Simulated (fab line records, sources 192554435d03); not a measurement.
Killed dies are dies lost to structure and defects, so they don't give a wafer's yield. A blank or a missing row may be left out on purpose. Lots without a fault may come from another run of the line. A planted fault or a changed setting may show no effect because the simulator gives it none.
Which tool did it? | flow n5_finfet | 11 lots, 33 wafers sampled, at 1 step of a route of 1938

WHAT THE GAUGES READ, wafer by wafer
N5_BEOL_M5_THK_MEAS_01.
lot  | measured     | on            | M5_ILD_THK (nm)
L773 | day 9 01:30  | film_metro-01 | 119.2 121.2 121.4
L774 | day 9 01:46  | film_metro-01 | 122.7 122.7 125.2
L777 | day 9 17:01  | film_metro-01 | 119.6 121.2 121.6
L778 | day 9 17:19  | film_metro-02 | 117.8 118.2 120.4
L780 | day 10 10:20 | film_metro-01 | 119.8 121.5 121.9
L785 | day 11 11:33 | film_metro-01 | 122.1 123.0 125.1
L789 | day 12 12:10 | film_metro-01 | 120.4 118.4 120.9
L788 | day 12 13:27 | film_metro-02 | 119.0 120.7 122.0
L790 | day 13 02:51 | film_metro-01 | 121.5 122.3 121.1
L793 | day 13 16:10 | film_metro-02 | 122.6 123.4 121.5
L794 | day 13 19:40 | film_metro-02 | 119.1 121.1 123.3

WHICH TOOL RAN EACH LOT (tool, then ch and the chambers of the sampled wafers, then the start)
The record holds no process step before these readings.

WHAT THE TOOLS THEMSELVES READ (means of the sampled wafers that have a number; where no wafer has one, the mark that the record gives instead)
The record holds no such reading with a usual standard deviation.

THE ANSWER, worked out from the rows above alone
Rule: what is usual is taken from the lots themselves. Put in order of their means at a reading, lots are off if they are a third of the lots or fewer, leave a main group of 4 or more, and stand apart from it by a gap of 3 or more times the standard deviation of the main group's means; of several such gaps the widest counts. A main group whose means are all the same, to the digits that the tables above print for the reading, isn't used. A lot without any number at a reading at which 4 lots or more have one is off too. The other lots that the step has rows for count as sound. The gauges are gone through in route order, then the tools' own readings, and for those a lot's mean is taken as printed above. The first step at which some lot is off is used, and at that step the reading that is off furthest; a lot without a number counts as furthest.
No lot is off at any reading shown: from this, nothing can be told.

WHAT THE SIMULATOR HAD PUT IN
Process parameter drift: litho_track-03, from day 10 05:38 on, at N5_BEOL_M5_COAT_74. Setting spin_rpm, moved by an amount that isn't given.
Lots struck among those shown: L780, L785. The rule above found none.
